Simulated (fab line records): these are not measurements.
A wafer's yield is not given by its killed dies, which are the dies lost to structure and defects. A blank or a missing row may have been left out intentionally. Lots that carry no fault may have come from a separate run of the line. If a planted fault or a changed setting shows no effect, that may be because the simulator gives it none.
A struck lot beside a sound one || flow nand_harc || 14 steps out of a route of 1302
Sound: wafers L768.3, L768.4, L768.6. The struck wafers were L776.3, L776.5, L776.6. The cause is given at the end.
For every step that has rows: the tool of each side, followed by ch and its chambers, followed by its first start. Under that, the readings that differ: sound wafers || struck wafers || difference of the means || sigmas: that difference in standard deviations of wafers without a fault.
alike: readings whose means differ by less than 2 such deviations, and words and numbers that are the same on both sides. not compared: withheld readings, readings that some wafer has no value for, bounds like >300 that may hide the same value, and numbers for which the record gives no deviation and whose values overlap.
Wherever a step has rows on one side only, a row that says differs or no value, or a row with sigmas, the two part there. When numbers do not overlap yet have no deviation, they are printed without sigmas and do not part them. Lack of a reading on every wafer of one side parts them only where that side has two or more wafers.

first, 1 step without rows for these wafers: NHARC_A_CHANNEL_FILL_D1_SRD_12.
NHARC_A_CHANNEL_FILL_D1_INSPECT_13:
  sound on defect_inspect-02 at day 13 12:21; struck on defect_inspect-02 at day 16 16:28
  alike: raw_defect_count
NHARC_A_DECK1_JOINT_ETCHBACK_07: etches the open film in HBr, target depth 105 nm, time 26.9 s.
  sound on rie_si-02 ch 0,2,3, day 13 12:25; struck on rie_si-02 ch 1,2,3, day 16 16:34
{"reading": "throttle_valve_pct (%)", "sound": "23.273 23.247 23.249", "struck": "23.289 23.266 23.273", "difference": "+0.020", "sigmas": "+2"}
  alike: drypump_motor_current_A, oes_product_au
  not compared: rf_hours_counter_h
then, 7 steps without rows for these wafers: NHARC_A_DECK1_JOINT_ETCH_25 (etches SiO2 in dHF, target depth 0.5 nm); NHARC_A_DECK1_JOINT_ETCH_19 (etches poly-Si in TMAH, target depth 3 nm); NHARC_A_DECK1_JOINT_ETCH_18 (etches SiO2 in dHF, target depth 3 nm); NHARC_A_DECK1_JOINT_WET_08 (chemistry H3PO4, time 86 s); NHARC_A_DECK1_JOINT_ETCH_09 (etches SiO2 in dHF, target depth 5 nm); NHARC_A_DECK1_JOINT_WET_10 (chemistry H3PO4, time 86 s); NHARC_A_DECK1_JOINT_ETCH_11 (etches SiO2 in dHF, target depth 35 nm).
NHARC_A_DECK1_JOINT_CVD_12: deposits poly-Si, target thk 90 nm, time 1800 s.
  struck on lpcvd_poly-04, day 17 04:45; sound on lpcvd_poly-04 ch 0, day 14 04:48
  no value came back on the struck wafers for pressure_mtorr (mTorr), run_length_s (s), spike_tc_upper_C (C); on the sound wafers pressure_mtorr (mTorr) reads 200.2 200.2 199.9
NHARC_A_DECK1_JOINT_CMP_13: polishes, target thk 51.023 nm.
  sound on cmp-01 ch 1,2,3, day 14 07:42; struck on cmp-04 ch 1,2, day 17 07:38
{"reading": "time_to_endpoint_s (s)", "sound": "7.2 9.0 10.8", "struck": "- - -", "difference": "no value on the struck wafers", "sigmas": ""}
  alike: motor_current_A
then, 1 step without rows for these wafers: NHARC_A_DECK1_JOINT_SRD_04.
-- jump in the record: it breaks off in module A_DECK1_JOINT and resumes in module END (first step shown: number 1302 of the route), and 13 days separate the struck wafers' starts before and after --
NHARC_END_SORT_01:
  here the record holds rows for the struck wafers (prober-01 ch 0, day 30 12:02) but none for the sound ones

WHERE THEY PART
Last at NHARC_END_SORT_01 as far as this record goes, first at NHARC_A_DECK1_JOINT_ETCHBACK_07.

WHY: whatever the simulator had introduced
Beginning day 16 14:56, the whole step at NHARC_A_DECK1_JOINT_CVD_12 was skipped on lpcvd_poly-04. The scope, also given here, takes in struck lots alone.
